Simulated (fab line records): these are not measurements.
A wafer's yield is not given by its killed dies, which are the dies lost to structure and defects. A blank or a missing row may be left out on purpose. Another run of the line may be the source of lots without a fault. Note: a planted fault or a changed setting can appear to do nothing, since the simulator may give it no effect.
Which of the tools did it? :: flow nand_harc :: 39 wafers from 13 lots sampled at 6 of the route's 1159 steps

## WHAT THE GAUGES READ, wafer by wafer
NHARC_A_ONON_D1_THK_MEAS_24: measures by ellipsometry.
lot: L535
measured: day 8 05:51
on: film_metro-01
thk_nm (nm): 992 991 993

lot: L537
measured: day 8 13:29
on: film_metro-01
thk_nm (nm): 978 979 978

lot: L536
measured: day 8 13:29
on: film_metro-02
thk_nm (nm): 984 984 983

lot: L538
measured: day 8 19:42
on: film_metro-01
thk_nm (nm): 1004 1005 1004

lot: L539
measured: day 9 02:34
on: film_metro-01
thk_nm (nm): 1009 1008 1009

lot: L541
measured: day 9 11:13
on: film_metro-02
thk_nm (nm): 1011 1012 1010

lot: L542
measured: day 9 21:32
on: film_metro-02
thk_nm (nm): 985 987 987

lot: L544
measured: day 10 08:31
on: film_metro-02
thk_nm (nm): 1002 413 413

lot: L545
measured: day 10 08:32
on: film_metro-02
thk_nm (nm): 1003 1002 1003

lot: L549
measured: day 11 04:09
on: film_metro-02
thk_nm (nm): 411 999 1000

lot: L552
measured: day 12 02:23
on: film_metro-02
thk_nm (nm): 998 999 999

lot: L554
measured: day 12 17:17
on: film_metro-01
thk_nm (nm): 1011 1012 1013

lot: L555
measured: day 13 00:51
on: film_metro-02
thk_nm (nm): 1002 1002 1002

NHARC_END_SORT_01.
lot: L544
measured: day 21 21:52
on: prober-01
killed_at_array: 49 676 673
killed_at_other: 1 0 1
killed_at_periphery: 2 1 3
killed_dies: 52 677 677
killed_open: 1 5 3
killed_short: 2 1 2

lot: L549
measured: day 21 22:17
on: prober-02
killed_at_array: 675 26 32
killed_at_other: 1 0 1
killed_at_periphery: 1 1 2
killed_dies: 677 27 35
killed_open: 3 7 2
killed_short: 3 0 5

## WHAT TOOL EACH LOT RAN ON (gives the tool, then ch and the chambers of the sampled wafers, and finally the start)
lot: L535
NHARC_P_BONDPAD_PRE_CLEAN_26: pvd_sputter-03, day 6 17:25 or earlier
NHARC_P_BONDPAD_ACTIVATE_29: rie_diel-05 ch 1,2, day 6 17:25
NHARC_A_ONON_D1_DEP_22: pecvd_onon-02 ch 0, day 8 05:27
NHARC_A_CHANNEL_HOLE_D1_DEP_01: pecvd-03 ch 1,2, day 8 10:34

lot: L537
NHARC_P_BONDPAD_PRE_CLEAN_26: pvd_sputter-01, day 6 23:49 or earlier
NHARC_P_BONDPAD_ACTIVATE_29: rie_diel-12 ch 0,3, day 6 23:49
NHARC_A_ONON_D1_DEP_22: pecvd_onon-01 ch 0, day 8 13:02
NHARC_A_CHANNEL_HOLE_D1_DEP_01: pecvd-03 ch 0,1,2, day 8 17:12

lot: L536
NHARC_P_BONDPAD_PRE_CLEAN_26: pvd_sputter-02, day 7 00:13 or earlier
NHARC_P_BONDPAD_ACTIVATE_29: rie_diel-12 ch 1,3, day 7 00:13
NHARC_A_ONON_D1_DEP_22: pecvd_onon-03 ch 0, day 8 13:02
NHARC_A_CHANNEL_HOLE_D1_DEP_01: pecvd-01 ch 0,2, day 8 17:11

lot: L538
NHARC_P_BONDPAD_PRE_CLEAN_26: pvd_sputter-02, day 7 04:23 or earlier
NHARC_P_BONDPAD_ACTIVATE_29: rie_diel-05 ch 0,2,3, day 7 04:23
NHARC_A_ONON_D1_DEP_22: pecvd_onon-01 ch 0, day 8 19:11
NHARC_A_CHANNEL_HOLE_D1_DEP_01: pecvd-04 ch 1,2, day 9 01:19

lot: L539
NHARC_P_BONDPAD_PRE_CLEAN_26: pvd_sputter-01, day 7 12:28 or earlier
NHARC_P_BONDPAD_ACTIVATE_29: rie_diel-06 ch 1,2,3, day 7 12:28
NHARC_A_ONON_D1_DEP_22: pecvd_onon-03 ch 0, day 9 02:02
NHARC_A_CHANNEL_HOLE_D1_DEP_01: pecvd-03 ch 0,2, day 9 06:35

lot: L541
NHARC_P_BONDPAD_PRE_CLEAN_26: pvd_sputter-03, day 8 00:43 or earlier
NHARC_P_BONDPAD_ACTIVATE_29: rie_diel-12 ch 0,1,2, day 8 00:43
NHARC_A_ONON_D1_DEP_22: pecvd_onon-02 ch 0, day 9 10:45
NHARC_A_CHANNEL_HOLE_D1_DEP_01: pecvd-01 ch 0,1,2, day 9 15:08

lot: L542
NHARC_P_BONDPAD_PRE_CLEAN_26: pvd_sputter-01, day 8 09:55 or earlier
NHARC_P_BONDPAD_ACTIVATE_29: rie_diel-12 ch 0,1,2, day 8 09:55
NHARC_A_ONON_D1_DEP_22: pecvd_onon-02 ch 0, day 9 21:05
NHARC_A_CHANNEL_HOLE_D1_DEP_01: pecvd-04 ch 0,1,2, day 10 01:18

lot: L544
NHARC_P_BONDPAD_PRE_CLEAN_26: pvd_sputter-03, day 8 19:02 or earlier
NHARC_P_BONDPAD_ACTIVATE_29: rie_diel-06 ch 1,3, day 8 19:02
NHARC_A_ONON_D1_DEP_22: pecvd_onon-02 ch 0, day 10 08:07
NHARC_A_CHANNEL_HOLE_D1_DEP_01: pecvd-03 ch 2, day 10 14:06

lot: L545
NHARC_P_BONDPAD_PRE_CLEAN_26: pvd_sputter-03, day 8 20:07 or earlier
NHARC_P_BONDPAD_ACTIVATE_29: rie_diel-12 ch 1,2, day 8 20:07
NHARC_A_ONON_D1_DEP_22: pecvd_onon-03 ch 0, day 10 08:02
NHARC_A_CHANNEL_HOLE_D1_DEP_01: pecvd-04 ch 0,1,2, day 10 14:06

lot: L549
NHARC_P_BONDPAD_PRE_CLEAN_26: pvd_sputter-02, day 9 14:58 or earlier
NHARC_P_BONDPAD_ACTIVATE_29: rie_diel-05 ch 0,3, day 9 14:58
NHARC_A_ONON_D1_DEP_22: pecvd_onon-02 ch 0, day 11 03:38
NHARC_A_CHANNEL_HOLE_D1_DEP_01: pecvd-03 ch 1, day 11 07:59

lot: L552
NHARC_P_BONDPAD_PRE_CLEAN_26: pvd_sputter-01, day 10 14:33 or earlier
NHARC_P_BONDPAD_ACTIVATE_29: rie_diel-06 ch 0,2,3, day 10 14:33
NHARC_A_ONON_D1_DEP_22: pecvd_onon-03 ch 0, day 12 01:59
NHARC_A_CHANNEL_HOLE_D1_DEP_01: pecvd-01 ch 0,1,2, day 12 07:14

lot: L554
NHARC_P_BONDPAD_PRE_CLEAN_26: pvd_sputter-01, day 11 03:08 or earlier
NHARC_P_BONDPAD_ACTIVATE_29: rie_diel-12 ch 0,1,2, day 11 03:08
NHARC_A_ONON_D1_DEP_22: pecvd_onon-03 ch 0, day 12 16:46
NHARC_A_CHANNEL_HOLE_D1_DEP_01: pecvd-03 ch 0,1, day 12 21:05

lot: L555
NHARC_P_BONDPAD_PRE_CLEAN_26: pvd_sputter-02, day 11 13:23 or earlier
NHARC_P_BONDPAD_ACTIVATE_29: rie_diel-12 ch 0,1, day 11 13:23
NHARC_A_ONON_D1_DEP_22: pecvd_onon-01 ch 0, day 13 00:20
NHARC_A_CHANNEL_HOLE_D1_DEP_01: pecvd-01 ch 0,1,2, day 13 04:34
- NHARC_P_BONDPAD_PRE_CLEAN_26: time 30 s.
- NHARC_P_BONDPAD_ACTIVATE_29: chemistry N2, time 60 s.
- NHARC_A_ONON_D1_DEP_22: target thk 1000 nm.
- NHARC_A_CHANNEL_HOLE_D1_DEP_01: deposits SiON, target thk 140 nm.

## AS READ BY THE TOOLS THEMSELVES (means over the sampled wafers that have a number; for cases with no such wafer, the mark the record gives instead)
NHARC_P_BONDPAD_PRE_CLEAN_26.
lot: L535
tool: pvd_sputter-03
heater_power_w (W): 437

lot: L537
tool: pvd_sputter-01
heater_power_w (W): 407

lot: L536
tool: pvd_sputter-02
heater_power_w (W): 441

lot: L538
tool: pvd_sputter-02
heater_power_w (W): 452

lot: L539
tool: pvd_sputter-01
heater_power_w (W): 404

lot: L541
tool: pvd_sputter-03
heater_power_w (W): 474

lot: L542
tool: pvd_sputter-01
heater_power_w (W): 448

lot: L544
tool: pvd_sputter-03
heater_power_w (W): 385

lot: L545
tool: pvd_sputter-03
heater_power_w (W): 442

lot: L549
tool: pvd_sputter-02
heater_power_w (W): 452

lot: L552
tool: pvd_sputter-01
heater_power_w (W): 401

lot: L554
tool: pvd_sputter-01
heater_power_w (W): 439

lot: L555
tool: pvd_sputter-02
heater_power_w (W): 447

NHARC_P_BONDPAD_ACTIVATE_29.
lot: L535
tool: rie_diel-05
drypump_motor_current_A (A): 5.4
oes_product_au (a.u.): 0.981
rf_vpp_V (V): 63.9
showerhead_plenum_p_Torr (Torr): 1.74

lot: L537
tool: rie_diel-12
drypump_motor_current_A (A): 5.5
oes_product_au (a.u.): 0.987
rf_vpp_V (V): 63.9
showerhead_plenum_p_Torr (Torr): 1.67

lot: L536
tool: rie_diel-12
drypump_motor_current_A (A): 5.1
oes_product_au (a.u.): 0.992
rf_vpp_V (V): 63.4
showerhead_plenum_p_Torr (Torr): 1.71

lot: L538
tool: rie_diel-05
drypump_motor_current_A (A): 5.6
oes_product_au (a.u.): 0.997
rf_vpp_V (V): 63.8
showerhead_plenum_p_Torr (Torr): 1.69

lot: L539
tool: rie_diel-06
drypump_motor_current_A (A): 5.9
oes_product_au (a.u.): 1.005
rf_vpp_V (V): 64.1
showerhead_plenum_p_Torr (Torr): 1.73

lot: L541
tool: rie_diel-12
drypump_motor_current_A (A): 5.7
oes_product_au (a.u.): 0.996
rf_vpp_V (V): 63.5
showerhead_plenum_p_Torr (Torr): 1.75

lot: L542
tool: rie_diel-12
drypump_motor_current_A (A): 5.7
oes_product_au (a.u.): 0.999
rf_vpp_V (V): 63.7
showerhead_plenum_p_Torr (Torr): 1.75

lot: L544
tool: rie_diel-06
drypump_motor_current_A (A): 6.0
oes_product_au (a.u.): 1.017
rf_vpp_V (V): 64.1
showerhead_plenum_p_Torr (Torr): 1.73

lot: L545
tool: rie_diel-12
drypump_motor_current_A (A): 5.5
oes_product_au (a.u.): 0.998
rf_vpp_V (V): 64.2
showerhead_plenum_p_Torr (Torr): 1.76

lot: L549
tool: rie_diel-05
drypump_motor_current_A (A): 5.8
oes_product_au (a.u.): 1.002
rf_vpp_V (V): 64.4
showerhead_plenum_p_Torr (Torr): 1.83

lot: L552
tool: rie_diel-06
drypump_motor_current_A (A): 5.7
oes_product_au (a.u.): 1.003
rf_vpp_V (V): 64.7
showerhead_plenum_p_Torr (Torr): 1.72

lot: L554
tool: rie_diel-12
drypump_motor_current_A (A): 5.6
oes_product_au (a.u.): 0.998
rf_vpp_V (V): 64.2
showerhead_plenum_p_Torr (Torr): 1.74

lot: L555
tool: rie_diel-12
drypump_motor_current_A (A): 5.3
oes_product_au (a.u.): 1.006
rf_vpp_V (V): 63.7
showerhead_plenum_p_Torr (Torr): 1.69

NHARC_A_CHANNEL_HOLE_D1_DEP_01.
lot: L535
tool: pecvd-03
heater_power_w (W): 844
showerhead_vpp_V (V): 1162

lot: L537
tool: pecvd-03
heater_power_w (W): 774
showerhead_vpp_V (V): 1166

lot: L536
tool: pecvd-01
heater_power_w (W): 811
showerhead_vpp_V (V): 1198

lot: L538
tool: pecvd-04
heater_power_w (W): 681
showerhead_vpp_V (V): 1217

lot: L539
tool: pecvd-03
heater_power_w (W): 701
showerhead_vpp_V (V): 1148

lot: L541
tool: pecvd-01
heater_power_w (W): 795
showerhead_vpp_V (V): 1168

lot: L542
tool: pecvd-04
heater_power_w (W): 741
showerhead_vpp_V (V): 1174

lot: L544
tool: pecvd-03
heater_power_w (W): 741
showerhead_vpp_V (V): 1119

lot: L545
tool: pecvd-04
heater_power_w (W): 766
showerhead_vpp_V (V): 1193

lot: L549
tool: pecvd-03
heater_power_w (W): 806
showerhead_vpp_V (V): 1186

lot: L552
tool: pecvd-01
heater_power_w (W): 791
showerhead_vpp_V (V): 1175

lot: L554
tool: pecvd-03
heater_power_w (W): 732
showerhead_vpp_V (V): 1186

lot: L555
tool: pecvd-01
heater_power_w (W): 766
showerhead_vpp_V (V): 1173

## THE ANSWER, worked out from the rows above alone
Rule: usual is defined by the lots themselves. Put in order of their means at a reading, lots are off if they are a third of the lots or fewer, leave a main group of 4 or more, and stand apart from it by a gap of 3 or more times the standard deviation of the main group's means; of several such gaps the widest counts. The tables above print the reading to a certain number of digits; a main group whose means all agree to those digits is not used. Also off: a lot with no number at a reading for which 4 or more lots have one. The other lots that the step has rows for count as sound. First the gauges in route order, then the tools' own readings, where a lot's mean is used as printed above. At the first step where some lot is off, the reading lying furthest off is the one used; lots without a number count as furthest.
Off: L544, L549 (NHARC_A_ONON_D1_THK_MEAS_24, thk_nm). The main group has a mean of 998 nm with a standard deviation of 11.
If a tool, at a process step before that reading, ran all the lots that are off and no sound lot after the first of them, it fits. Those tools and the gauges at NHARC_A_ONON_D1_THK_MEAS_24 are tried in the same way. NHARC_P_BONDPAD_PRE_CLEAN_26: start missing for some lots; hours and lot order therefore follow NHARC_P_BONDPAD_ACTIVATE_29. One fits: NHARC_A_ONON_D1_DEP_22 on pecvd_onon-02. Its last sound lot is L542 (day 9 21:05), its first lot that is off L544 (day 10 08:07): a fault that began between those two fits.

## WHAT THE SIMULATOR PUT IN
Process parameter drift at NHARC_A_ONON_D1_DEP_22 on pecvd_onon-02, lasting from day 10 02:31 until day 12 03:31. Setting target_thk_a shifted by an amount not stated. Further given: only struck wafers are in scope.
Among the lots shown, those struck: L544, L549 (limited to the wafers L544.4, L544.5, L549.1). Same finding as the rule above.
